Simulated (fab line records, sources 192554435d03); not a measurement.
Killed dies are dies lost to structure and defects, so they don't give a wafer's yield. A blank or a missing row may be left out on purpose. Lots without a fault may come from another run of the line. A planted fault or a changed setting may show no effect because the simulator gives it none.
fab line records | flow n5_finfet
record lots=24 wafers=72 last_day=18
route steps=1938 shown FIN_CUT@173 STI_FIN_REVEAL@188 SD_EPI_N@278
lots that met no fault: from a run of the same line without faults
start_h: hours from the record's first day to the start of the lot's first wafer shown | wait_h: hours since the lot's step before | " the same as in the row above | L1.1+2: a row that stands for several wafers | - no value, or no start given | * or withheld: withheld | < > ~ a bound
route shown NAME@n: a module of which the file shows steps, and the number in the route of the first | usual: mean/standard deviation of fault-free wafers | same: alike in all rows | chamber/n: place in a boat | sites: the reading at each site | _std_site: their standard deviation | _edge_site: outer sites' mean less inner sites' | radius_mm: how far each site lies from the wafer's centre | mask NAME#n: copy n | behind: the tool/chamber that last shaped the wafer | hold: why the lot was held/for how many hours/how that ended | device: the transistor (n, p or np) that didn't switch | end of line: the same wafers' tests at the end of the route | a step without rows: its recipe alone | killed: dies lost to structure and defects at the first sort, not the wafer's yield | map: a wafer's dies, x killed, . not, _ none there
set.NAME: the setting as run; set.NAME@STEP: as run at that earlier step | model.NAME: the simulator's own value behind a step, which no gauge read
steps of the route over a sample of lots; a table a step, a row a wafer
services: from which hour (start_h, from the record's first day; less than 0 if before it) a tool's chamber was out of use, for how many hours, and why
## steps
# step N5_FIN_CUT_CUT_ETCH_26
# recipe chemistry=CH3F/O2 target=SiNx target_depth_a=390 mask_material=SOC time_s=55.7 pressure_mtorr=30 source_w=395 bias_w=73 Ar_flow_sccm=150 CH3F_flow_sccm=30 O2_flow_sccm=20 ion_energy_ev=120
# usual drypump_motor_current_A=5.5/0.41 oes_product_au=0.77/0.062 rf_vpp_V=298/6 showerhead_plenum_p_Torr=2.01/0.047 throttle_valve_pct=16.41/0.13
# columns lot.wafer tool chamber start_h wait_h drypump_motor_current_A oes_product_au rf_hours_counter_h rf_vpp_V showerhead_plenum_p_Torr throttle_valve_pct
L074.2 rie_diel-04 0 28.30 0.0 6.2 0.77 148 302 2.01 16.36
L074.3 " 3 " " 5.0 0.72 198 291 1.99 16.54
L074.5 " 1 " " 5.5 0.82 - 289 2.02 16.57
L075.1 rie_diel-05 2 33.60 0.0 5.2 0.76 133 288 2.01 16.24
L075.5 " 0 " " 5.8 0.76 - 302 2.08 16.43
L075.6 " 1 " " 5.5 0.73 - 294 1.99 16.35
L076.1 rie_diel-03 0 40.20 0.0 5.5 0.94 13 297 1.96 16.21
L076.3 " 1 " " 5.1 0.80 110 303 2.01 16.31
L076.5 " 3 " " 5.6 0.81 - 307 2.10 16.62
L077.2 rie_diel-05 3 45.42 0.0 5.8 0.78 123 302 2.00 16.31
L077.5 " 1 " " 5.5 0.72 - 294 1.99 16.38
L077.6 " 2 " " 5.2 0.77 - 289 2.01 16.24
L078.3 rie_diel-03 3 51.11 0.0 5.6 0.80 120 308 2.10 16.63
L078.5 " 0 " " 5.5 0.93 - 294 1.96 16.21
L078.6 " 1 " " 5.1 0.79 - 304 2.01 16.31
L079.2 rie_diel-04 3 57.07 0.0 5.0 0.71 207 290 1.99 16.56
L079.5 " 0 " " 6.1 0.77 - 303 2.01 16.39
L079.6 " 1 " " 5.5 0.82 - 289 2.02 16.57
L080.2 rie_diel-04 0 64.55 0.0 6.1 0.76 159 303 2.00 16.39
L080.3 " 2 " " 6.5 0.71 207 299 1.91 16.36
L080.6 " 0 " " 6.1 0.76 - 303 2.00 16.38
L081.1 rie_diel-05 2 70.09 0.0 5.3 0.76 142 290 2.01 16.24
L081.4 " 0 " " 5.8 0.75 156 302 2.08 16.42
L081.6 " 2 " " 5.3 0.75 - 290 2.01 16.25
L082.1 rie_diel-05 3 76.02 0.0 5.8 0.79 130 302 1.99 16.34
L082.2 " 2 " " 5.3 0.76 143 291 2.01 16.25
L082.5 " 3 " " 5.8 0.77 - 303 1.99 16.34
L083.2 rie_diel-04 0 82.15 0.0 6.1 0.76 165 304 2.00 16.41
L083.5 " 3 " " 5.0 0.69 - 292 1.98 16.57
L083.6 " 0 " " 6.2 0.76 - 302 2.00 16.40
L084.1 rie_diel-03 0 89.44 0.0 5.5 0.91 27 295 1.96 16.23
L084.5 " 0 " " 5.4 0.91 - 297 1.96 16.23
L084.6 " 1 " " 5.1 0.80 - 303 2.01 16.35
L085.2 rie_diel-03 2 95.63 0.0 5.1 0.68 222 300 2.06 16.32
L085.3 " 0 " " 5.4 0.91 30 297 1.96 16.23
L085.5 " 0 " " 5.5 0.89 - 295 1.96 16.23
L086.1 rie_diel-04 2 101.03 0.0 6.6 0.70 217 298 1.91 16.39
L086.5 " 1 " " 5.5 0.80 - 289 2.02 16.59
L086.6 " 0 " " 6.2 0.76 - 303 2.00 16.40
L087.2 rie_diel-05 2 111.15 0.0 5.2 0.74 154 289 2.00 16.28
L087.3 " 0 " " 5.8 0.74 167 303 2.07 16.46
L087.5 " 3 " " 5.9 0.78 - 302 1.99 16.36
L088.1 rie_diel-05 3 115.46 0.0 5.8 0.77 141 304 1.99 16.37
L088.3 " 1 " " 5.6 0.71 169 292 1.98 16.41
L088.5 " 0 " " 5.8 0.74 - 301 2.07 16.46
L089.1 rie_diel-03 2 121.15 0.0 5.1 0.67 229 298 2.06 16.36
L089.2 " 1 " " 5.1 0.78 133 303 2.01 16.36
L089.5 " 1 " " 5.1 0.78 - 303 2.01 16.35
L090.1 rie_diel-05 1 127.00 0.0 5.5 0.70 174 293 1.98 16.42
L090.3 " 3 " " 5.9 0.76 147 303 1.99 16.36
L090.4 " 0 " " 5.8 0.74 174 301 2.07 16.46
L091.1 rie_diel-03 3 132.91 0.0 5.6 0.78 146 308 2.09 16.68
L091.2 " 2 " " 5.0 0.67 234 301 2.06 16.37
L091.5 " 2 " " 5.1 0.67 - 299 2.06 16.37
L092.1 rie_diel-03 3 139.79 0.0 5.6 0.77 148 308 2.09 16.68
L092.2 " 1 " " 5.1 0.77 141 304 2.00 16.36
L092.3 " 2 " " 5.1 0.67 237 299 2.06 16.36
L093.1 rie_diel-04 3 142.30 0.0 5.0 0.68 228 290 1.98 16.60
L093.4 " 1 " " 5.5 0.79 103 291 2.01 16.63
L093.5 " 2 " " 6.5 0.70 - 299 1.90 16.43
L094.2 rie_diel-03 3 150.04 0.0 5.6 0.76 151 307 2.08 16.70
L094.4 " 0 " " 5.4 0.86 48 295 1.95 16.27
L094.5 " 1 " " 5.1 0.77 - 302 2.00 16.36
L095.2 rie_diel-04 1 156.22 0.0 5.5 0.79 106 290 2.01 16.60
L095.3 " 2 " " 6.6 0.69 228 300 1.90 16.42
L095.4 " 3 " " 5.0 0.69 231 290 1.98 16.61
L096.2 rie_diel-03 0 160.74 0.0 5.5 0.86 51 295 1.95 16.27
L096.3 " 1 " " 5.1 0.76 147 304 2.00 16.38
L096.6 " 0 " " 5.5 0.87 - 297 1.95 16.28
L097.1 rie_diel-03 0 165.68 0.0 5.5 0.86 53 295 1.95 16.27
L097.5 " 3 " " 5.6 0.77 - 307 2.08 16.70
L097.6 " 0 " " 5.4 0.86 - 294 1.95 16.28
# step N5_FIN_CUT_PRECLEAN_35
# recipe time_s=13.3 temp_c=45 pressure_torr=125 p_hf_torr=3 p_coreactant_torr=25 chemistry=vHF
# usual drypump_motor_current_A=5.95/0.29 temp_c=45.01/0.11
# columns lot.wafer tool chamber start_h wait_h drypump_motor_current_A temp_c
L074.2 vapor_etch-02 0 28.41 0.0 6.42 45.02
L074.3 " 1 " " 5.69 45.11
L074.5 " 1 " " 5.69 45.00
L075.1 vapor_etch-02 0 33.71 0.0 6.39 45.17
L075.5 " 1 " " 5.69 44.94
L075.6 " 0 " " 6.34 45.21
L076.1 vapor_etch-01 1 40.32 0.0 5.68 44.98
L076.3 " 0 " " 6.16 44.98
L076.5 " 1 " " 5.68 44.98
L077.2 vapor_etch-01 0 45.54 0.0 6.16 44.97
L077.5 " 1 " " 5.68 45.09
L077.6 " 0 " " 6.15 44.96
L078.3 vapor_etch-01 0 51.25 0.1 6.21 44.97
L078.5 " 1 " " 5.67 45.22
L078.6 " 0 " " 6.17 44.84
L079.2 vapor_etch-01 1 57.18 0.0 5.66 44.96
L079.5 " 0 " " 6.15 45.00
L079.6 " 1 " " 5.66 45.12
L080.2 vapor_etch-01 0 64.90 0.3 6.14 44.94
L080.3 " 0 " " 6.19 44.96
L080.6 " 1 " " 5.68 44.95
L081.1 vapor_etch-02 1 70.21 0.0 5.67 44.92
L081.4 " 0 " " 6.40 44.96
L081.6 " 1 " " 5.67 44.98
L082.1 vapor_etch-02 1 76.14 0.1 5.72 45.06
L082.2 " 0 " " 6.41 44.85
L082.5 " 0 " " 6.46 44.92
L083.2 vapor_etch-01 1 82.26 0.0 5.66 45.02
L083.5 " 0 " " 6.15 45.07
L083.6 " 1 " " 5.66 45.07
L084.1 vapor_etch-01 1 89.55 0.0 5.68 45.05
L084.5 " 1 " " 5.68 44.93
L084.6 " 0 " " 6.14 44.91
L085.2 vapor_etch-01 1 95.74 0.0 5.66 45.14
L085.3 " 1 " " 5.66 44.91
L085.5 " 0 " " 6.14 45.20
L086.1 vapor_etch-01 0 101.14 0.0 6.15 44.81
L086.5 " 0 " " 6.17 45.03
L086.6 " 1 " " 5.67 45.09
L087.2 vapor_etch-02 0 111.27 0.0 6.37 44.98
L087.3 " 1 " " 5.67 45.12
L087.5 " 1 " " 5.66 44.81
L088.1 vapor_etch-01 0 115.57 0.0 6.15 44.86
L088.3 " 0 " " 6.16 44.95
L088.5 " 0 " " 6.14 45.12
L089.1 vapor_etch-01 0 121.44 0.2 6.15 44.85
L089.2 " 1 " " 5.67 45.07
L089.5 " 0 " " 6.18 45.01
L090.1 vapor_etch-01 1 127.11 0.0 5.68 44.96
L090.3 " 0 " " 6.17 45.14
L090.4 " 1 " " 5.70 44.87
L091.1 vapor_etch-01 0 133.02 0.0 6.13 45.01
L091.2 " 1 " " 5.68 44.80
L091.5 " 1 " " 5.66 45.01
L092.1 vapor_etch-02 1 139.90 0.0 5.68 45.02
L092.2 " 0 " " 6.41 45.17
L092.3 " 1 " " 5.67 44.89
L093.1 vapor_etch-01 1 142.41 0.0 5.68 45.04
L093.4 " 0 " " 6.17 45.10
L093.5 " 0 " " 6.16 45.25
L094.2 vapor_etch-01 0 150.85 0.7 6.15 45.06
L094.4 " 0 " " 6.14 45.00
L094.5 " 1 " " 5.68 45.00
L095.2 vapor_etch-01 0 156.34 0.0 6.16 45.22
L095.3 " 0 " " 6.15 45.25
L095.4 " 1 " " 5.67 44.91
L096.2 vapor_etch-02 0 160.85 0.0 6.40 45.20
L096.3 " 1 " " 5.67 44.95
L096.6 " 0 " " 6.43 45.21
L097.1 vapor_etch-01 0 165.80 0.0 6.15 44.97
L097.5 " 1 " " 5.67 44.94
L097.6 " 0 " " 6.16 44.91
# step N5_STI_FIN_REVEAL_THK_MEAS_05
# usual thk_nm=131.6/1.3
# columns lot.wafer tool chamber start_h wait_h thk_nm
L074.2 film_metro-02 - 34.26 - 131.5
L074.3 " - " " 130.3
L074.5 " - " " 131.5
L075.1 film_metro-02 - 39.67 - 131.5
L075.5 " - " " 130.7
L075.6 " - " " 131.9
L076.1 film_metro-02 - 46.84 - 130.7
L076.3 " - " " 131.9
L076.5 " - " " 132.8
L077.2 film_metro-01 - 51.93 - 131.5
L077.5 " - " " 131.4
L077.6 " - " " 131.6
L078.3 film_metro-02 - 57.61 - 132.5
L078.5 " - " " 132.2
L078.6 " - " " 131.5
L079.2 film_metro-02 - 62.98 - 130.6
L079.5 " - " " 128.9
L079.6 " - " " 130.1
L080.2 film_metro-01 - 70.76 - 129.4
L080.3 " - " " 129.7
L080.6 " - " " 130.2
L081.1 film_metro-02 - 75.99 - 131.2
L081.4 " - " " 131.5
L081.6 " - " " 131.1
L082.1 film_metro-01 - 81.95 - 131.8
L082.2 " - " " 132.3
L082.5 " - " " 131.6
L083.2 film_metro-01 - 88.04 - 130.1
L083.5 " - " " 129.6
L083.6 " - " " 130.2
L084.1 film_metro-02 - 95.33 - 131.6
L084.5 " - " " 131.1
L084.6 " - " " 131.6
L085.2 film_metro-02 - 101.52 - 132.1
L085.3 " - " " 133.7
L085.5 " - " " 130.9
L086.1 film_metro-02 - 106.93 - 131.4
L086.5 " - " " 131.3
L086.6 " - " " 132.1
L087.2 film_metro-02 - 119.22 - 131.4
L087.3 " - " " 129.9
L087.5 " - " " 131.0
L088.1 film_metro-01 - 122.02 - 131.5
L088.3 " - " " 131.5
L088.5 " - " " 130.9
L089.1 film_metro-01 - 127.27 - 131.8
L089.2 " - " " 132.6
L089.5 " - " " 133.7
L090.1 film_metro-02 - 133.45 - 133.6
L090.3 " - " " 134.2
L090.4 " - " " 133.0
L091.1 film_metro-01 - 139.56 - 130.3
L091.2 " - " " 131.7
L091.5 " - " " 131.1
L092.1 film_metro-01 - 146.33 - 131.4
L092.2 " - " " 131.2
L092.3 " - " " 129.8
L093.1 film_metro-02 - 148.35 - 132.7
L093.4 " - " " 132.8
L093.5 " - " " 133.3
L094.2 film_metro-02 - 156.68 - 132.9
L094.4 " - " " 132.9
L094.5 " - " " 133.3
L095.2 film_metro-01 - 163.28 - 131.5
L095.3 " - " " 131.2
L095.4 " - " " 130.7
L096.2 film_metro-01 - 167.35 - 129.2
L096.3 " - " " 128.3
L096.6 " - " " 129.2
L097.1 film_metro-01 - 172.23 - 132.3
L097.5 " - " " 131.6
L097.6 " - " " 132.8
# step N5_STI_FIN_REVEAL_RECESS_09
# recipe chemistry=HF/NH3 target=SiO2 afs_cycles=11 target_depth_a=425 temp_c=30 sublimation_temp_c=180 sublimation_time_s=60
# usual drypump_motor_current_A=6.0/0.32 temp_c=29.99/0.11
# columns lot.wafer tool chamber start_h wait_h drypump_motor_current_A temp_c
L074.2 vapor_etch-02 1 35.27 0.2 5.7 30.09
L074.3 " 1 " " 5.7 29.97
L074.5 " 0 " " 6.4 29.98
L075.1 vapor_etch-02 0 40.16 0.0 6.4 30.00
L075.5 " 0 41.22 1.1 6.5 30.05
L075.6 " 1 " " 5.7 29.82
L076.1 vapor_etch-01 0 47.35 0.0 6.1 29.95
L076.3 " 0 " " 6.2 30.03
L076.5 " 1 " " 5.7 30.08
L077.2 vapor_etch-02 1 52.42 0.0 5.7 29.90
L077.5 " 0 53.48 1.1 6.5 30.01
L077.6 " 1 " " 5.7 29.77
L078.3 vapor_etch-02 1 58.85 0.6 5.7 30.08
L078.5 " 0 " " 6.3 29.97
L078.6 " 1 " " 5.7 30.09
L079.2 vapor_etch-02 0 63.69 0.0 6.4 30.01
L079.5 " 0 64.75 1.1 6.4 29.90
L079.6 " 1 " " 5.6 30.02
L080.2 vapor_etch-02 0 71.43 0.0 6.4 29.99
L080.3 " 1 " " 5.7 29.87
L080.6 " 0 " " 6.4 30.05
L081.1 vapor_etch-01 1 76.55 0.0 5.7 29.86
L081.4 " 1 " " 5.7 30.06
L081.6 " 0 " " 6.1 30.05
L082.1 vapor_etch-02 1 82.54 0.0 5.7 30.37
L082.2 " 0 " " 6.4 30.06
L082.5 " 1 83.60 1.1 5.7 30.06
L083.2 vapor_etch-02 1 88.65 0.0 5.7 30.16
L083.5 " 0 89.71 1.1 6.3 29.65
L083.6 " 1 " " 5.7 29.84
L084.1 vapor_etch-01 0 95.91 0.0 6.2 29.77
L084.5 " 1 96.97 1.1 5.7 29.86
L084.6 " 0 " " 6.2 30.01
L085.2 vapor_etch-01 1 102.17 0.0 5.7 30.04
L085.3 " 1 " " 5.7 30.13
L085.5 " 1 " " 5.7 29.99
L086.1 vapor_etch-02 1 107.83 0.0 5.7 29.95
L086.5 " 0 108.89 1.1 6.4 30.04
L086.6 " 1 " " 5.7 29.95
L087.2 vapor_etch-01 0 119.85 0.0 6.1 29.97
L087.3 " 0 " " 6.2 29.94
L087.5 " 0 " " 6.2 29.91
L088.1 vapor_etch-01 0 122.63 0.0 6.2 30.11
L088.3 " 1 " " 5.7 29.85
L088.5 " 1 " " 5.7 29.89
L089.1 vapor_etch-01 0 128.01 0.0 6.2 30.08
L089.2 " 1 " " 5.7 30.13
L089.5 " 0 129.07 1.1 6.2 30.06
L090.1 vapor_etch-01 1 134.49 0.0 5.7 29.95
L090.3 " 0 " " 6.2 30.18
L090.4 " 1 " " 5.7 29.84
L091.1 vapor_etch-02 1 140.19 0.0 5.7 29.88
L091.2 " 0 " " 6.4 30.11
L091.5 " 1 141.25 1.1 5.7 30.05
L092.1 vapor_etch-02 0 146.98 0.0 6.4 30.06
L092.2 " 0 " " 6.4 29.96
L092.3 " 0 " " 6.4 29.89
L093.1 vapor_etch-01 0 148.90 0.0 6.1 29.89
L093.4 " 0 " " 6.1 30.04
L093.5 " 0 " " 6.2 30.11
L094.2 vapor_etch-02 0 157.30 0.0 6.4 30.00
L094.4 " 1 " " 5.7 29.93
L094.5 " 0 " " 6.4 30.01
L095.2 vapor_etch-02 0 163.87 0.0 6.4 30.08
L095.3 " 0 " " 6.4 30.11
L095.4 " 1 " " 5.7 30.24
L096.2 vapor_etch-02 0 167.84 0.0 6.4 30.09
L096.3 " 0 " " 6.4 29.85
L096.6 " 0 " " 6.4 29.90
L097.1 vapor_etch-01 0 172.74 0.0 6.2 29.95
L097.5 " 0 173.80 1.1 6.1 29.97
L097.6 " 1 " " 5.7 30.02
# step N5_STI_FIN_REVEAL_INSPECT_13
# recipe inspect_instrument=darkfield mode=post_clean
# usual raw_defect_count=11/5.1
# columns lot.wafer tool chamber start_h wait_h raw_defect_count
L074.2 defect_inspect-01 - 38.06 0.0 15
L074.3 " - " " 7
L074.5 " - " " 16
L075.1 defect_inspect-01 - 42.97 0.0 7
L075.5 " - " " 7
L075.6 " - " " 13
L076.1 defect_inspect-01 - 50.18 0.0 15
L076.3 " - " " 4
L076.5 " - " " 17
L077.2 defect_inspect-02 - 55.40 0.0 5
L077.5 " - " " 7
L077.6 " - " " 13
L078.3 defect_inspect-01 - 61.11 0.0 20
L078.5 " - " " 14
L078.6 " - " " 16
L079.2 defect_inspect-01 - 67.39 0.0 4
L079.5 " - " " 8
L079.6 " - " " 14
L080.2 defect_inspect-01 - 74.22 0.0 15
L080.3 " - " " 12
L080.6 " - " " 18
L081.1 defect_inspect-01 - 79.34 0.0 16
L081.4 " - " " 8
L081.6 " - " " 10
L082.1 defect_inspect-01 - 85.35 0.0 4
L082.2 " - " " 9
L082.5 " - " " 9
L083.2 defect_inspect-02 - 91.78 0.0 18
L083.5 " - " " 8
L083.6 " - " " 4
L084.1 defect_inspect-02 - 98.70 0.0 9
L084.5 " - " " 21
L084.6 " - " " 11
L085.2 defect_inspect-02 - 105.16 0.0 10
L085.3 " - " " 6
L085.5 " - " " 7
L086.1 defect_inspect-01 - 110.62 0.0 13
L086.5 " - " " 10
L086.6 " - " " 14
L087.2 defect_inspect-01 - 122.66 0.0 11
L087.3 " - " " 8
L087.5 " - " " 4
L088.1 defect_inspect-02 - 125.65 0.0 18
L088.3 " - " " 20
L088.5 " - " " 22
L089.1 defect_inspect-02 - 130.87 0.0 13
L089.2 " - " " 8
L089.5 " - " " 8
L090.1 defect_inspect-01 - 137.53 0.0 12
L090.3 " - " " 12
L090.4 " - " " 6
L091.1 defect_inspect-01 - 143.00 0.0 7
L091.2 " - " " 5
L091.5 " - " " 6
L092.1 defect_inspect-01 - 151.40 0.0 15
L092.2 " - " " 12
L092.3 " - " " 9
L093.1 defect_inspect-01 - 151.73 0.0 15
L093.4 " - " " 5
L093.5 " - " " 4
L094.2 defect_inspect-01 - 160.42 0.0 8
L094.4 " - " " 18
L094.5 " - " " 19
L095.2 defect_inspect-01 - 166.70 0.0 9
L095.3 " - " " 19
L095.4 " - " " 12
L096.2 defect_inspect-01 - 170.86 0.0 9
L096.3 " - " " 11
L096.6 " - " " 10
L097.1 defect_inspect-02 - 175.80 0.0 11
L097.5 " - " " 7
L097.6 " - " " 7
# step N5_SD_EPI_N_ETCH_45
# recipe chemistry=CH3F/O2 target=SiOCN target_depth_a=60 mask_material=SOC ion_energy_ev=60 bias_w=29 pressure_mtorr=15 source_w=410 Ar_flow_sccm=150 CH3F_flow_sccm=30 O2_flow_sccm=20
# usual drypump_motor_current_A=5.7/0.54 oes_product_au=0.79/0.1 rf_vpp_V=127.3/0.88 showerhead_plenum_p_Torr=1.98/0.056 throttle_valve_pct=23.35/0.21
# columns lot.wafer tool chamber start_h wait_h drypump_motor_current_A oes_product_au rf_hours_counter_h rf_vpp_V showerhead_plenum_p_Torr throttle_valve_pct
L074.2 rie_diel-06 3 50.57 0.1 5.3 0.69 227 126.1 1.97 23.09
L074.3 " 0 " " 5.5 0.70 218 125.9 1.89 23.53
L074.5 " 2 " " 5.5 0.94 - 127.2 2.03 23.39
L075.1 rie_diel-01 3 55.11 0.1 6.1 0.70 227 126.9 1.98 23.70
L075.5 " 1 " " 6.7 0.72 - 127.7 1.97 23.68
L075.6 " 2 " " 5.2 0.72 - 127.1 1.97 23.23
L076.1 rie_diel-01 2 62.25 0.1 5.1 0.71 206 127.8 1.97 23.23
L076.3 " 1 " " 6.7 0.72 215 127.0 1.97 23.67
L076.5 " 0 " " 6.0 0.82 - 126.9 2.03 23.30
L077.2 rie_diel-02 1 67.26 0.1 5.4 0.68 204 126.7 1.90 23.43
L077.5 " 3 " " 6.5 0.70 - 126.2 1.89 22.98
L077.6 " 0 " " 5.6 0.74 - 126.9 1.90 23.21
L078.3 rie_diel-06 3 72.74 0.1 5.3 0.68 234 127.8 1.97 23.08
L078.5 " 1 " " 4.9 0.85 - 127.7 2.03 23.11
L078.6 " 2 " " 5.5 0.91 - 128.1 2.02 23.41
L079.2 rie_diel-06 2 79.10 0.1 5.5 0.92 22 127.8 2.02 23.40
L079.5 " 1 " " 4.9 0.83 - 127.1 2.03 23.11
L079.6 " 0 " " 5.6 0.70 - 126.5 1.88 23.56
L080.2 rie_diel-01 1 89.53 0.1 6.6 0.70 225 126.8 1.96 23.70
L080.3 " 3 " " 6.1 0.69 238 124.9 1.98 23.72
L080.6 " 0 " " 6.0 0.81 - 128.3 2.03 23.31
L081.1 rie_diel-01 2 91.31 0.1 5.1 0.71 217 126.7 1.97 23.26
L081.4 " 1 " " 6.7 0.70 226 127.7 1.96 23.69
L081.6 " 3 " " 6.1 0.69 - 127.7 1.98 23.74
L082.1 rie_diel-01 3 98.31 0.1 6.1 0.68 241 126.4 1.98 23.71
L082.2 " 0 " " 6.0 0.81 85 127.4 2.03 23.32
L082.5 " 2 " " 5.1 0.70 - 126.9 1.97 23.25
L083.2 rie_diel-06 0 105.20 0.1 5.6 0.69 235 126.8 1.88 23.55
L083.5 " 3 " " 5.3 0.68 - 126.7 1.96 23.11
L083.6 " 2 " " 5.5 0.89 - 127.7 2.02 23.42
L084.1 rie_diel-06 3 114.94 0.1 5.3 0.68 249 126.6 1.96 23.12
L084.5 " 1 " " 4.9 0.83 - 129.4 2.02 23.14
L084.6 " 2 " " 5.5 0.88 - 129.1 2.02 23.43
L085.2 rie_diel-01 0 117.39 0.1 6.0 0.80 94 128.0 2.02 23.34
L085.3 " 3 " " 6.1 0.68 249 126.2 1.97 23.75
L085.5 " 0 " " 6.0 0.79 - 127.5 2.02 23.36
L086.1 rie_diel-06 2 125.76 0.1 5.5 0.87 44 127.0 2.01 23.43
L086.5 " 1 " " 4.9 0.81 - 127.1 2.02 23.14
L086.6 " 0 " " 5.6 0.68 - 126.8 1.88 23.58
L087.2 rie_diel-01 0 135.23 0.1 6.0 0.78 104 126.6 2.02 23.35
L087.3 " 2 " " 5.1 0.69 238 127.4 1.96 23.29
L087.5 " 1 " " 6.8 0.68 - 126.2 1.96 23.72
L088.1 rie_diel-02 0 137.02 0.1 5.6 0.73 169 126.1 1.89 23.26
L088.3 " 1 " " 5.4 0.67 219 127.3 1.90 23.44
L088.5 " 1 " " 5.4 0.67 - 128.2 1.90 23.43
L089.1 rie_diel-01 0 142.63 0.1 6.0 0.78 108 128.7 2.02 23.35
L089.2 " 3 " " 6.1 0.98 1 126.0 1.97 23.39
L089.5 " 2 " " 5.1 0.69 - 126.3 1.96 23.28
L090.1 rie_diel-06 2 149.07 0.1 5.5 0.87 50 127.8 2.01 23.45
L090.3 " 1 " " 4.9 0.82 113 127.8 2.01 23.17
L090.4 " 2 " " 5.5 0.86 - 127.4 2.01 23.44
L091.1 rie_diel-01 3 154.67 0.1 6.1 0.95 7 128.0 1.97 23.39
L091.2 " 2 " " 5.1 0.69 248 126.5 1.96 23.28
L091.5 " 2 " " 5.1 0.68 - 127.6 1.96 23.28
L092.1 rie_diel-01 3 163.51 0.1 6.1 0.94 11 128.6 1.97 23.40
L092.2 " 1 " " 6.7 1.00 1 128.4 1.96 23.35
L092.3 " 0 " " 6.0 0.77 118 126.9 2.02 23.36
L093.1 rie_diel-06 1 167.24 0.1 4.9 0.81 119 126.3 2.01 23.17
L093.4 " 0 " " 5.5 0.99 1 128.4 2.13 23.10
L093.5 " 1 " " 4.9 0.80 - 126.7 2.01 23.17
L094.2 rie_diel-01 3 172.26 0.1 6.1 0.93 15 127.0 1.97 23.39
L094.4 " 0 " " 6.0 0.77 - 128.9 2.01 23.37
L094.5 " 3 " " 6.1 0.93 - 126.8 1.97 23.42
L095.2 rie_diel-01 3 178.62 0.1 6.1 0.92 17 126.2 1.97 23.40
L095.3 " 0 " " 6.0 0.77 124 128.6 2.01 23.39
L095.4 " 1 " " 6.7 0.95 7 127.7 1.95 23.35
L096.2 rie_diel-02 0 183.73 0.1 5.6 0.72 188 128.1 1.89 23.26
L096.3 " 3 " " 6.5 0.69 210 126.4 1.89 23.00
L096.6 " 1 " " 5.3 0.67 - 126.6 1.89 23.47
L097.1 rie_diel-02 2 189.42 0.1 5.4 0.95 10 127.8 2.13 23.23
L097.5 " 3 " " 6.5 0.69 - 127.1 1.89 23.01
L097.6 " 0 " " 5.6 0.72 - 126.6 1.89 23.27
## services
# columns tool chamber start_h hours kind
rie_diel-05 3 8.70 8.3 repair
rie_diel-04 1 20.40 7.2 repair
vapor_etch-02 - 28.51 0.5 repair
rie_diel-04 2 34.66 7.4 repair
rie_diel-03 2 63.50 4.4 repair
rie_diel-05 3 63.51 2.7 repair
rie_diel-03 - 78.65 2.5 repair
rie_diel-02 - 96.68 28.1 pm
rie_diel-01 - 105.62 2.8 pm
rie_diel-01 3 118.77 - clean
rie_diel-01 3 118.77 - consumable_replace:focus_ring
rie_diel-01 3 118.77 22.9 scheduled_down
rie_diel-01 3 118.77 22.9 vent_cycle
rie_diel-04 - 118.88 14.6 pm
vapor_etch-02 - 122.94 15.6 pm
rie_diel-02 3 126.12 3.5 repair
vapor_etch-01 - 131.62 0.8 repair
rie_diel-01 1 141.67 - clean
rie_diel-01 1 141.67 - consumable_replace:focus_ring
rie_diel-01 1 141.67 20.2 scheduled_down
rie_diel-01 1 141.67 20.2 vent_cycle
vapor_etch-02 1 142.89 8.8 repair
rie_diel-02 3 143.67 19.0 repair
rie_diel-04 3 164.80 1.4 repair
## key
fault none
